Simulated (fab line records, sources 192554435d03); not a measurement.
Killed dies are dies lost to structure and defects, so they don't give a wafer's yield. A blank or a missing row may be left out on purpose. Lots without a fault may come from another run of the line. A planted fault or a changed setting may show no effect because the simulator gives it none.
Chamber matching | flow n5_finfet | N5_HKMG_FIN_ETCH_58 on rie_diel-01: 4 sister chambers
The step etches SOC in N2/H2, target depth 215.8 nm, time 741 s. 8 wafers are shown with their chamber, then 7 later ones without.

WAFERS WITH THEIR CHAMBER
wafer  | chamber | drypump_motor_current_A (A) | showerhead_plenum_p_Torr (Torr)
L074.3 | 1       | 6.2                         | 2.60
L077.5 | 3       | 6.7                         | 2.61
L081.3 | 3       | 6.6                         | 2.61
L083.1 | 2       | 5.6                         | 2.47
L083.4 | 0       | 5.9                         | 2.44
L083.5 | 1       | 6.2                         | 2.59
L087.1 | 2       | 5.6                         | 2.47
L087.5 | 0       | 5.9                         | 2.44

WAFERS WITHOUT THEIR CHAMBER
wafer  | drypump_motor_current_A (A) | showerhead_plenum_p_Torr (Torr)
L087.6 | 6.7                         | 2.60
L088.1 | 5.9                         | 2.44
L088.2 | 5.6                         | 2.47
L088.5 | 6.2                         | 2.59
L094.2 | 6.7                         | 2.60
L094.3 | 6.0                         | 2.43
L094.5 | 6.7                         | 2.60

WHICH CHAMBER EACH WENT THROUGH
wafer  | from the rows above | in truth
L087.6 | 3                   | 3
L088.1 | 0                   | 0
L088.2 | 2                   | 2
L088.5 | 1                   | 1
L094.2 | 3                   | 3
L094.3 | 0                   | 0
L094.5 | 3                   | 3
Placed correctly: 7 of 7. Can't be placed from these rows: 0. Placed wrongly: 0.
How it was worked out, from the rows above alone: a wafer's distance from a chamber is the root of the sum, over the readings, of the square of ((its reading less the chamber's mean) divided by the reading's scatter). The wafer belongs to the nearest chamber; if the next one is less than 2 further off, it can't be placed. A chamber's mean is the mean of its shown wafers. The scatter: the root of (the sum of the squares of (reading less its chamber's mean) over the shown wafers, divided by (wafers less chambers)).
